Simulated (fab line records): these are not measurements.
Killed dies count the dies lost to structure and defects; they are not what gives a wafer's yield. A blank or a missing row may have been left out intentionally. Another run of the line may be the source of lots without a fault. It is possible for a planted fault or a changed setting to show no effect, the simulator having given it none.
fab line records / flow n5-finfet / part 2 of 2: steps 23 to 29 of 29
record lots=5 wafers=15 last-day=17
route steps=1938 shown BEOL_M7@1276
lots that met no fault: taken from a fault-free run of the same line
start-h: the number of hours between the record's first day and the start of the first shown wafer of the lot / wait-h: hours since the lot's step before / " unchanged from the row above / L1.1+2: several wafers, shown together as one row / - either no value or no given start / * or withheld: withheld / < > ~ a bound
route shown NAME@n: NAME is a module with steps in the file, n the number in the route of the first one / usual: mean and standard deviation over wafers with no fault / same: alike in all rows / chamber/n: place in a boat / sites: readings site by site / _std_site: how widely they spread, as a standard deviation / _edge_site: outer sites' mean less inner sites' / radius-mm: how far each site lies from the wafer's centre / mask NAME#n: copy n / behind: tool/chamber where the wafer was last shaped / hold: cause of the lot's hold/its duration in hours/its outcome / device: the n, p or np transistor that did not switch / end of line: at the end of the route, the tests of the same wafers / a step with no rows: only its recipe / killed: the dies lost at the first sort to structure and to defects; this is not the yield of the wafer / map: shows each die of a wafer: x if killed, . if not, _ if none is there
set.NAME: the run value of the setting; set.NAME@STEP: its run value at that earlier step / model.NAME: the simulator's own value behind a step, which no gauge read
lots at selected steps of the route; one table per step, one row per wafer
services: a tool's chamber out of use, with start hour (start-h, from the record's first day; less than 0 if before it), hours out, and reason
## steps
# step N5_BEOL_M7_INSPECT_30
# recipe mode=adi inspect-instrument=brightfield
# usual raw-defect-count=414/90
lot.wafer=L074.1 tool=defect-inspect-02 chamber=- start-h=198.13 wait-h=0.1 raw-defect-count=351
lot.wafer=L074.2 tool=defect-inspect-02 chamber=- start-h=198.13 wait-h=0.1 raw-defect-count=466
lot.wafer=L074.3 tool=defect-inspect-02 chamber=- start-h=198.13 wait-h=0.1 raw-defect-count=405
lot.wafer=L080.1 tool=defect-inspect-01 chamber=- start-h=221.24 wait-h=0.1 raw-defect-count=314
lot.wafer=L080.4 tool=defect-inspect-01 chamber=- start-h=221.24 wait-h=0.1 raw-defect-count=364
lot.wafer=L080.6 tool=defect-inspect-01 chamber=- start-h=221.24 wait-h=0.1 raw-defect-count=297
lot.wafer=L081.1 tool=defect-inspect-02 chamber=- start-h=238.69 wait-h=0.1 raw-defect-count=428
lot.wafer=L081.4 tool=defect-inspect-02 chamber=- start-h=238.69 wait-h=0.1 raw-defect-count=370
lot.wafer=L081.5 tool=defect-inspect-02 chamber=- start-h=238.69 wait-h=0.1 raw-defect-count=370
lot.wafer=L092.1 tool=defect-inspect-02 chamber=- start-h=321.64 wait-h=0.1 raw-defect-count=488
lot.wafer=L092.2 tool=defect-inspect-02 chamber=- start-h=321.64 wait-h=0.1 raw-defect-count=440
lot.wafer=L092.3 tool=defect-inspect-02 chamber=- start-h=321.64 wait-h=0.1 raw-defect-count=500
lot.wafer=L097.1 tool=defect-inspect-01 chamber=- start-h=323.88 wait-h=0.1 raw-defect-count=468
lot.wafer=L097.4 tool=defect-inspect-01 chamber=- start-h=323.88 wait-h=0.1 raw-defect-count=332
lot.wafer=L097.6 tool=defect-inspect-01 chamber=- start-h=323.88 wait-h=0.1 raw-defect-count=348
# step N5_BEOL_M7_DESCUM_33
# recipe chemistry=O2 time-s=7 source-power-w=50 bias-power-w=20 pressure-mtorr=20 rf-frequency-hz=2.712e+07 temp-c=40 resist=CAR-EUV o2-flow-sccm=225
# usual drypump-motor-current-A=5.6/0.35 oes-product-au=0.78/0.073 rf-vpp-V=243.0/1.2 showerhead-plenum-p-Torr=2.09/0.051 throttle-valve-pct=20.48/0.26
lot.wafer=L074.1 tool=rie-diel-02 chamber=1 start-h=198.40 wait-h=0.3 drypump-motor-current-A=6.1 oes-product-au=0.88 rf-hours-counter-h=46 rf-vpp-V=243.8 showerhead-plenum-p-Torr=2.15 throttle-valve-pct=20.90
lot.wafer=L074.2 tool=rie-diel-02 chamber=2 start-h=198.40 wait-h=0.3 drypump-motor-current-A=5.5 oes-product-au=0.71 rf-hours-counter-h=206 rf-vpp-V=242.5 showerhead-plenum-p-Torr=2.07 throttle-valve-pct=20.29
lot.wafer=L074.3 tool=rie-diel-02 chamber=3 start-h=198.40 wait-h=0.3 drypump-motor-current-A=5.2 oes-product-au=0.81 rf-hours-counter-h=83 rf-vpp-V=244.0 showerhead-plenum-p-Torr=2.12 throttle-valve-pct=20.08
lot.wafer=L080.1 tool=rie-diel-06 chamber=0 start-h=221.28 wait-h=0.0 drypump-motor-current-A=5.1 oes-product-au=0.69 rf-hours-counter-h=239 rf-vpp-V=245.3 showerhead-plenum-p-Torr=2.14 throttle-valve-pct=20.32
lot.wafer=L080.4 tool=rie-diel-06 chamber=2 start-h=221.28 wait-h=0.0 drypump-motor-current-A=6.0 oes-product-au=0.83 rf-hours-counter-h=65 rf-vpp-V=241.1 showerhead-plenum-p-Torr=2.05 throttle-valve-pct=20.51
lot.wafer=L080.6 tool=rie-diel-06 chamber=0 start-h=221.28 wait-h=0.0 drypump-motor-current-A=5.0 oes-product-au=0.68 rf-hours-counter-h=- rf-vpp-V=243.4 showerhead-plenum-p-Torr=2.14 throttle-valve-pct=20.32
lot.wafer=L081.1 tool=rie-diel-04 chamber=1 start-h=238.72 wait-h=0.0 drypump-motor-current-A=5.8 oes-product-au=0.80 rf-hours-counter-h=108 rf-vpp-V=243.2 showerhead-plenum-p-Torr=2.03 throttle-valve-pct=20.39
lot.wafer=L081.4 tool=rie-diel-04 chamber=2 start-h=238.72 wait-h=0.0 drypump-motor-current-A=6.1 oes-product-au=0.71 rf-hours-counter-h=177 rf-vpp-V=245.3 showerhead-plenum-p-Torr=2.18 throttle-valve-pct=20.36
lot.wafer=L081.5 tool=rie-diel-04 chamber=1 start-h=238.72 wait-h=0.0 drypump-motor-current-A=5.8 oes-product-au=0.80 rf-hours-counter-h=- rf-vpp-V=242.7 showerhead-plenum-p-Torr=2.03 throttle-valve-pct=20.37
lot.wafer=L092.1 tool=rie-diel-04 chamber=2 start-h=321.67 wait-h=0.0 drypump-motor-current-A=6.1 oes-product-au=0.69 rf-hours-counter-h=202 rf-vpp-V=243.1 showerhead-plenum-p-Torr=2.17 throttle-valve-pct=20.41
lot.wafer=L092.2 tool=rie-diel-04 chamber=3 start-h=321.67 wait-h=0.0 drypump-motor-current-A=5.4 oes-product-au=0.70 rf-hours-counter-h=214 rf-vpp-V=242.9 showerhead-plenum-p-Torr=2.14 throttle-valve-pct=20.34
lot.wafer=L092.3 tool=rie-diel-04 chamber=1 start-h=321.67 wait-h=0.0 drypump-motor-current-A=5.8 oes-product-au=0.77 rf-hours-counter-h=140 rf-vpp-V=241.8 showerhead-plenum-p-Torr=2.02 throttle-valve-pct=20.42
lot.wafer=L097.1 tool=rie-diel-02 chamber=2 start-h=323.92 wait-h=0.0 drypump-motor-current-A=5.5 oes-product-au=0.68 rf-hours-counter-h=243 rf-vpp-V=242.5 showerhead-plenum-p-Torr=2.05 throttle-valve-pct=20.33
lot.wafer=L097.4 tool=rie-diel-02 chamber=0 start-h=323.92 wait-h=0.0 drypump-motor-current-A=5.5 oes-product-au=0.85 rf-hours-counter-h=56 rf-vpp-V=244.7 showerhead-plenum-p-Torr=2.13 throttle-valve-pct=20.61
lot.wafer=L097.6 tool=rie-diel-02 chamber=3 start-h=323.92 wait-h=0.0 drypump-motor-current-A=5.2 oes-product-au=0.78 rf-hours-counter-h=- rf-vpp-V=243.4 showerhead-plenum-p-Torr=2.10 throttle-valve-pct=20.16
# step N5_BEOL_M7_ETCH_72
# recipe chemistry=N2/H2 target=underlayer target-depth-a=65 mask-material=CAR-EUV time-s=5.2 ion-energy-ev=200 pressure-mtorr=30 source-w=840 bias-w=150 n2-flow-sccm=200 h2-flow-sccm=200 ends=cleared
# usual drypump-motor-current-A=5.6/0.35 etch-rf-on-time-s=5.24/0.099 oes-product-au=0.66/0.061 rf-vpp-V=523.8/2.3 showerhead-plenum-p-Torr=2.54/0.068 throttle-valve-pct=17.92/0.22
lot.wafer=L074.1 tool=rie-diel-02 chamber=1 start-h=198.44 wait-h=0.0 drypump-motor-current-A=6.2 etch-rf-on-time-s=5.22 oes-product-au=0.75 rf-hours-counter-h=46 rf-vpp-V=524.1 showerhead-plenum-p-Torr=2.59 throttle-valve-pct=18.16
lot.wafer=L074.2 tool=rie-diel-02 chamber=2 start-h=198.44 wait-h=0.0 drypump-motor-current-A=5.6 etch-rf-on-time-s=5.18 oes-product-au=0.61 rf-hours-counter-h=206 rf-vpp-V=522.8 showerhead-plenum-p-Torr=2.54 throttle-valve-pct=17.95
lot.wafer=L074.3 tool=rie-diel-02 chamber=3 start-h=198.44 wait-h=0.0 drypump-motor-current-A=5.2 etch-rf-on-time-s=5.11 oes-product-au=0.70 rf-hours-counter-h=83 rf-vpp-V=526.5 showerhead-plenum-p-Torr=2.59 throttle-valve-pct=17.64
lot.wafer=L080.1 tool=rie-diel-06 chamber=0 start-h=221.31 wait-h=0.0 drypump-motor-current-A=5.1 etch-rf-on-time-s=5.17 oes-product-au=0.59 rf-hours-counter-h=239 rf-vpp-V=525.4 showerhead-plenum-p-Torr=2.61 throttle-valve-pct=17.77
lot.wafer=L080.4 tool=rie-diel-06 chamber=2 start-h=221.31 wait-h=0.0 drypump-motor-current-A=6.0 etch-rf-on-time-s=5.28 oes-product-au=0.71 rf-hours-counter-h=65 rf-vpp-V=522.2 showerhead-plenum-p-Torr=2.48 throttle-valve-pct=17.84
lot.wafer=L080.6 tool=rie-diel-06 chamber=0 start-h=221.31 wait-h=0.0 drypump-motor-current-A=5.1 etch-rf-on-time-s=5.19 oes-product-au=0.58 rf-hours-counter-h=- rf-vpp-V=523.9 showerhead-plenum-p-Torr=2.61 throttle-valve-pct=17.75
lot.wafer=L081.1 tool=rie-diel-04 chamber=1 start-h=238.76 wait-h=0.0 drypump-motor-current-A=5.8 etch-rf-on-time-s=5.43 oes-product-au=0.67 rf-hours-counter-h=108 rf-vpp-V=522.2 showerhead-plenum-p-Torr=2.46 throttle-valve-pct=17.76
lot.wafer=L081.4 tool=rie-diel-04 chamber=2 start-h=238.76 wait-h=0.0 drypump-motor-current-A=6.1 etch-rf-on-time-s=5.28 oes-product-au=0.62 rf-hours-counter-h=177 rf-vpp-V=526.7 showerhead-plenum-p-Torr=2.63 throttle-valve-pct=17.74
lot.wafer=L081.5 tool=rie-diel-04 chamber=1 start-h=238.76 wait-h=0.0 drypump-motor-current-A=5.8 etch-rf-on-time-s=5.42 oes-product-au=0.67 rf-hours-counter-h=- rf-vpp-V=520.7 showerhead-plenum-p-Torr=2.46 throttle-valve-pct=17.77
lot.wafer=L092.1 tool=rie-diel-04 chamber=2 start-h=321.70 wait-h=0.0 drypump-motor-current-A=6.1 etch-rf-on-time-s=5.30 oes-product-au=0.60 rf-hours-counter-h=202 rf-vpp-V=525.4 showerhead-plenum-p-Torr=2.61 throttle-valve-pct=17.77
lot.wafer=L092.2 tool=rie-diel-04 chamber=3 start-h=321.70 wait-h=0.0 drypump-motor-current-A=5.4 etch-rf-on-time-s=5.33 oes-product-au=0.60 rf-hours-counter-h=214 rf-vpp-V=527.0 showerhead-plenum-p-Torr=2.63 throttle-valve-pct=18.05
lot.wafer=L092.3 tool=rie-diel-04 chamber=1 start-h=321.70 wait-h=0.0 drypump-motor-current-A=5.8 etch-rf-on-time-s=5.42 oes-product-au=0.64 rf-hours-counter-h=140 rf-vpp-V=521.2 showerhead-plenum-p-Torr=2.45 throttle-valve-pct=17.81
lot.wafer=L097.1 tool=rie-diel-02 chamber=2 start-h=323.95 wait-h=0.0 drypump-motor-current-A=5.5 etch-rf-on-time-s=5.20 oes-product-au=0.59 rf-hours-counter-h=243 rf-vpp-V=521.3 showerhead-plenum-p-Torr=2.53 throttle-valve-pct=17.99
lot.wafer=L097.4 tool=rie-diel-02 chamber=0 start-h=323.95 wait-h=0.0 drypump-motor-current-A=5.5 etch-rf-on-time-s=5.11 oes-product-au=0.73 rf-hours-counter-h=56 rf-vpp-V=524.8 showerhead-plenum-p-Torr=2.59 throttle-valve-pct=18.12
lot.wafer=L097.6 tool=rie-diel-02 chamber=3 start-h=323.95 wait-h=0.0 drypump-motor-current-A=5.2 etch-rf-on-time-s=5.14 oes-product-au=0.66 rf-hours-counter-h=- rf-vpp-V=526.5 showerhead-plenum-p-Torr=2.58 throttle-valve-pct=17.69
# step N5_BEOL_M7_ETCH_65
# recipe chemistry=CF4 target=SiARC target-depth-a=156 mask-material=CAR-EUV time-s=26 ion-energy-ev=80 pressure-mtorr=40 source-w=545 bias-w=36 Ar_flow_sccm=100 cf4-flow-sccm=100 ends=cleared
# usual drypump-motor-current-A=5.6/0.35 etch-rf-on-time-s=26.1/0.53 oes-product-au=0.66/0.06 rf-vpp-V=184.1/0.98 showerhead-plenum-p-Torr=2.13/0.054 throttle-valve-pct=15.61/0.19
lot.wafer=L074.1 tool=rie-diel-02 chamber=1 start-h=198.45 wait-h=0.0 drypump-motor-current-A=6.1 etch-rf-on-time-s=26.4 oes-product-au=0.75 rf-hours-counter-h=46 rf-vpp-V=185.4 showerhead-plenum-p-Torr=2.17 throttle-valve-pct=15.77
lot.wafer=L074.2 tool=rie-diel-02 chamber=2 start-h=198.45 wait-h=0.0 drypump-motor-current-A=5.5 etch-rf-on-time-s=26.2 oes-product-au=0.61 rf-hours-counter-h=206 rf-vpp-V=183.2 showerhead-plenum-p-Torr=2.11 throttle-valve-pct=15.47
lot.wafer=L074.3 tool=rie-diel-02 chamber=3 start-h=198.45 wait-h=0.0 drypump-motor-current-A=5.1 etch-rf-on-time-s=25.6 oes-product-au=0.70 rf-hours-counter-h=83 rf-vpp-V=184.9 showerhead-plenum-p-Torr=2.16 throttle-valve-pct=15.27
lot.wafer=L080.1 tool=rie-diel-06 chamber=0 start-h=221.33 wait-h=0.0 drypump-motor-current-A=5.1 etch-rf-on-time-s=25.7 oes-product-au=0.58 rf-hours-counter-h=239 rf-vpp-V=184.6 showerhead-plenum-p-Torr=2.20 throttle-valve-pct=15.59
lot.wafer=L080.4 tool=rie-diel-06 chamber=2 start-h=221.33 wait-h=0.0 drypump-motor-current-A=6.0 etch-rf-on-time-s=26.0 oes-product-au=0.72 rf-hours-counter-h=65 rf-vpp-V=184.6 showerhead-plenum-p-Torr=2.09 throttle-valve-pct=15.60
lot.wafer=L080.6 tool=rie-diel-06 chamber=0 start-h=221.33 wait-h=0.0 drypump-motor-current-A=5.1 etch-rf-on-time-s=25.6 oes-product-au=0.58 rf-hours-counter-h=- rf-vpp-V=184.4 showerhead-plenum-p-Torr=2.20 throttle-valve-pct=15.61
lot.wafer=L081.1 tool=rie-diel-04 chamber=1 start-h=238.77 wait-h=0.0 drypump-motor-current-A=5.9 etch-rf-on-time-s=27.0 oes-product-au=0.67 rf-hours-counter-h=108 rf-vpp-V=185.2 showerhead-plenum-p-Torr=2.07 throttle-valve-pct=15.39
lot.wafer=L081.4 tool=rie-diel-04 chamber=2 start-h=238.77 wait-h=0.0 drypump-motor-current-A=6.0 etch-rf-on-time-s=26.2 oes-product-au=0.62 rf-hours-counter-h=177 rf-vpp-V=184.8 showerhead-plenum-p-Torr=2.22 throttle-valve-pct=15.50
lot.wafer=L081.5 tool=rie-diel-04 chamber=1 start-h=238.77 wait-h=0.0 drypump-motor-current-A=5.9 etch-rf-on-time-s=27.1 oes-product-au=0.68 rf-hours-counter-h=- rf-vpp-V=183.7 showerhead-plenum-p-Torr=2.07 throttle-valve-pct=15.40
lot.wafer=L092.1 tool=rie-diel-04 chamber=2 start-h=321.72 wait-h=0.0 drypump-motor-current-A=6.1 etch-rf-on-time-s=26.6 oes-product-au=0.60 rf-hours-counter-h=202 rf-vpp-V=184.7 showerhead-plenum-p-Torr=2.21 throttle-valve-pct=15.54
lot.wafer=L092.2 tool=rie-diel-04 chamber=3 start-h=321.72 wait-h=0.0 drypump-motor-current-A=5.4 etch-rf-on-time-s=26.9 oes-product-au=0.60 rf-hours-counter-h=214 rf-vpp-V=185.9 showerhead-plenum-p-Torr=2.20 throttle-valve-pct=15.69
lot.wafer=L092.3 tool=rie-diel-04 chamber=1 start-h=321.72 wait-h=0.0 drypump-motor-current-A=5.8 etch-rf-on-time-s=27.4 oes-product-au=0.65 rf-hours-counter-h=140 rf-vpp-V=182.7 showerhead-plenum-p-Torr=2.06 throttle-valve-pct=15.46
lot.wafer=L097.1 tool=rie-diel-02 chamber=2 start-h=323.97 wait-h=0.0 drypump-motor-current-A=5.5 etch-rf-on-time-s=26.0 oes-product-au=0.59 rf-hours-counter-h=243 rf-vpp-V=183.3 showerhead-plenum-p-Torr=2.10 throttle-valve-pct=15.56
lot.wafer=L097.4 tool=rie-diel-02 chamber=0 start-h=323.97 wait-h=0.0 drypump-motor-current-A=5.4 etch-rf-on-time-s=25.8 oes-product-au=0.72 rf-hours-counter-h=56 rf-vpp-V=183.8 showerhead-plenum-p-Torr=2.16 throttle-valve-pct=15.67
lot.wafer=L097.6 tool=rie-diel-02 chamber=3 start-h=323.97 wait-h=0.0 drypump-motor-current-A=5.2 etch-rf-on-time-s=25.2 oes-product-au=0.67 rf-hours-counter-h=- rf-vpp-V=182.9 showerhead-plenum-p-Torr=2.15 throttle-valve-pct=15.36
# step N5_BEOL_M7_ETCH_66
# recipe chemistry=N2/H2 target=SOC target-depth-a=800 overetch-a=160 mask-material=SiARC temp-c=40 time-s=120 ion-energy-ev=200 pressure-mtorr=30 source-w=840 bias-w=150 n2-flow-sccm=200 h2-flow-sccm=200
# usual drypump-motor-current-A=5.6/0.35 oes-product-au=0.59/0.053 rf-vpp-V=523.5/2.1 showerhead-plenum-p-Torr=2.54/0.068 throttle-valve-pct=17.88/0.22
lot.wafer=L074.1 tool=rie-diel-02 chamber=1 start-h=198.48 wait-h=0.0 drypump-motor-current-A=6.1 oes-product-au=0.67 rf-hours-counter-h=46 rf-vpp-V=525.2 showerhead-plenum-p-Torr=2.59 throttle-valve-pct=18.15
lot.wafer=L074.2 tool=rie-diel-02 chamber=2 start-h=198.48 wait-h=0.0 drypump-motor-current-A=5.5 oes-product-au=0.55 rf-hours-counter-h=206 rf-vpp-V=523.0 showerhead-plenum-p-Torr=2.54 throttle-valve-pct=17.90
lot.wafer=L074.3 tool=rie-diel-02 chamber=3 start-h=198.48 wait-h=0.0 drypump-motor-current-A=5.2 oes-product-au=0.62 rf-hours-counter-h=83 rf-vpp-V=524.5 showerhead-plenum-p-Torr=2.59 throttle-valve-pct=17.60
lot.wafer=L080.1 tool=rie-diel-06 chamber=0 start-h=221.36 wait-h=0.0 drypump-motor-current-A=5.1 oes-product-au=0.52 rf-hours-counter-h=239 rf-vpp-V=525.9 showerhead-plenum-p-Torr=2.61 throttle-valve-pct=17.74
lot.wafer=L080.4 tool=rie-diel-06 chamber=2 start-h=221.36 wait-h=0.0 drypump-motor-current-A=5.9 oes-product-au=0.63 rf-hours-counter-h=65 rf-vpp-V=523.5 showerhead-plenum-p-Torr=2.48 throttle-valve-pct=17.80
lot.wafer=L080.6 tool=rie-diel-06 chamber=0 start-h=221.36 wait-h=0.0 drypump-motor-current-A=5.1 oes-product-au=0.52 rf-hours-counter-h=- rf-vpp-V=524.8 showerhead-plenum-p-Torr=2.61 throttle-valve-pct=17.71
lot.wafer=L081.1 tool=rie-diel-04 chamber=1 start-h=238.80 wait-h=0.0 drypump-motor-current-A=5.8 oes-product-au=0.61 rf-hours-counter-h=108 rf-vpp-V=520.8 showerhead-plenum-p-Torr=2.46 throttle-valve-pct=17.74
lot.wafer=L081.4 tool=rie-diel-04 chamber=2 start-h=238.80 wait-h=0.0 drypump-motor-current-A=6.1 oes-product-au=0.56 rf-hours-counter-h=177 rf-vpp-V=524.9 showerhead-plenum-p-Torr=2.63 throttle-valve-pct=17.69
lot.wafer=L081.5 tool=rie-diel-04 chamber=1 start-h=238.80 wait-h=0.0 drypump-motor-current-A=5.8 oes-product-au=0.62 rf-hours-counter-h=- rf-vpp-V=521.5 showerhead-plenum-p-Torr=2.46 throttle-valve-pct=17.73
lot.wafer=L092.1 tool=rie-diel-04 chamber=2 start-h=321.75 wait-h=0.0 drypump-motor-current-A=6.1 oes-product-au=0.54 rf-hours-counter-h=202 rf-vpp-V=526.3 showerhead-plenum-p-Torr=2.61 throttle-valve-pct=17.73
lot.wafer=L092.2 tool=rie-diel-04 chamber=3 start-h=321.75 wait-h=0.0 drypump-motor-current-A=5.4 oes-product-au=0.54 rf-hours-counter-h=214 rf-vpp-V=525.2 showerhead-plenum-p-Torr=2.63 throttle-valve-pct=18.03
lot.wafer=L092.3 tool=rie-diel-04 chamber=1 start-h=321.75 wait-h=0.0 drypump-motor-current-A=5.8 oes-product-au=0.60 rf-hours-counter-h=140 rf-vpp-V=520.8 showerhead-plenum-p-Torr=2.45 throttle-valve-pct=17.79
lot.wafer=L097.1 tool=rie-diel-02 chamber=2 start-h=324.00 wait-h=0.0 drypump-motor-current-A=5.5 oes-product-au=0.52 rf-hours-counter-h=243 rf-vpp-V=522.3 showerhead-plenum-p-Torr=2.53 throttle-valve-pct=17.97
lot.wafer=L097.4 tool=rie-diel-02 chamber=0 start-h=324.00 wait-h=0.0 drypump-motor-current-A=5.5 oes-product-au=0.65 rf-hours-counter-h=56 rf-vpp-V=525.8 showerhead-plenum-p-Torr=2.59 throttle-valve-pct=18.09
lot.wafer=L097.6 tool=rie-diel-02 chamber=3 start-h=324.00 wait-h=0.0 drypump-motor-current-A=5.2 oes-product-au=0.59 rf-hours-counter-h=- rf-vpp-V=523.8 showerhead-plenum-p-Torr=2.58 throttle-valve-pct=17.66
# step N5_BEOL_M7_STRIP_69
# recipe chemistry=N2/H2 temp-c=40 n2-flow-sccm=200 h2-flow-sccm=200 rf-frequency-hz=6e+07
lot.wafer=L074.1+2+3 tool=rie-diel-02 chamber=1,2,3 start-h=198.56 wait-h=0.0
lot.wafer=L080.1+4+6 tool=rie-diel-06 chamber=0,2,0 start-h=221.44 wait-h=0.0
lot.wafer=L081.1+4+5 tool=rie-diel-04 chamber=1,2,1 start-h=238.88 wait-h=0.0
lot.wafer=L092.1+2+3 tool=rie-diel-04 chamber=2,3,1 start-h=321.83 wait-h=0.0
lot.wafer=L097.1+4+6 tool=rie-diel-02 chamber=2,0,3 start-h=324.08 wait-h=0.0
# step N5_BEOL_M7_STRIP_73
# recipe chemistry=N2/H2 temp-c=40 n2-flow-sccm=200 h2-flow-sccm=200 rf-frequency-hz=6e+07
lot.wafer=L074.1+2+3 tool=rie-diel-02 chamber=1,2,3 start-h=198.57 wait-h=0.0
lot.wafer=L080.1+4+6 tool=rie-diel-06 chamber=0,2,0 start-h=221.45 wait-h=0.0
lot.wafer=L081.1+4+5 tool=rie-diel-04 chamber=1,2,1 start-h=238.89 wait-h=0.0
lot.wafer=L092.1+2+3 tool=rie-diel-04 chamber=2,3,1 start-h=321.84 wait-h=0.0
lot.wafer=L097.1+4+6 tool=rie-diel-02 chamber=2,0,3 start-h=324.09 wait-h=0.0
## services
tool=rie-metal-01 chamber=1 start-h=182.26 hours=8.9 kind=repair
tool=euv-scanner-02 chamber=- start-h=185.18 hours=6.2 kind=pm
tool=rie-diel-02 chamber=2 start-h=199.12 hours=3.9 kind=repair
tool=euv-scanner-02 chamber=- start-h=200.45 hours=1.0 kind=pm
tool=rie-diel-06 chamber=- start-h=201.04 hours=0.4 kind=repair
tool=euv-scanner-01 chamber=- start-h=202.33 hours=1.0 kind=pm
tool=rie-diel-04 chamber=2 start-h=210.52 hours=4.3 kind=repair
tool=rie-diel-04 chamber=0 start-h=233.13 hours=1.3 kind=repair
tool=rie-diel-06 chamber=3 start-h=237.11 hours=10.1 kind=repair
tool=euv-scanner-02 chamber=- start-h=256.60 hours=1.0 kind=pm
tool=euv-scanner-01 chamber=- start-h=258.48 hours=1.0 kind=pm
tool=rie-diel-02 chamber=2 start-h=262.89 hours=2.0 kind=repair
tool=euv-scanner-02 chamber=- start-h=271.19 hours=5.8 kind=pm
tool=rie-diel-02 chamber=- start-h=275.04 hours=4.0 kind=pm
tool=rie-metal-03 chamber=- start-h=279.12 hours=1.4 kind=pm
tool=rie-diel-02 chamber=2 start-h=291.71 hours=6.1 kind=repair
tool=euv-scanner-02 chamber=- start-h=293.84 hours=4.6 kind=pm
tool=rie-diel-06 chamber=2 start-h=293.86 hours=4.5 kind=repair
tool=rie-diel-06 chamber=3 start-h=298.24 hours=2.1 kind=repair
tool=rie-diel-04 chamber=0 start-h=299.28 hours=- kind=clean
tool=rie-diel-04 chamber=0 start-h=299.28 hours=- kind=consumable-replace:focus-ring
tool=euv-scanner-02 chamber=- start-h=312.75 hours=1.0 kind=pm
tool=euv-scanner-01 chamber=- start-h=314.63 hours=1.0 kind=pm
tool=euv-scanner-01 chamber=- start-h=317.55 hours=4.6 kind=pm
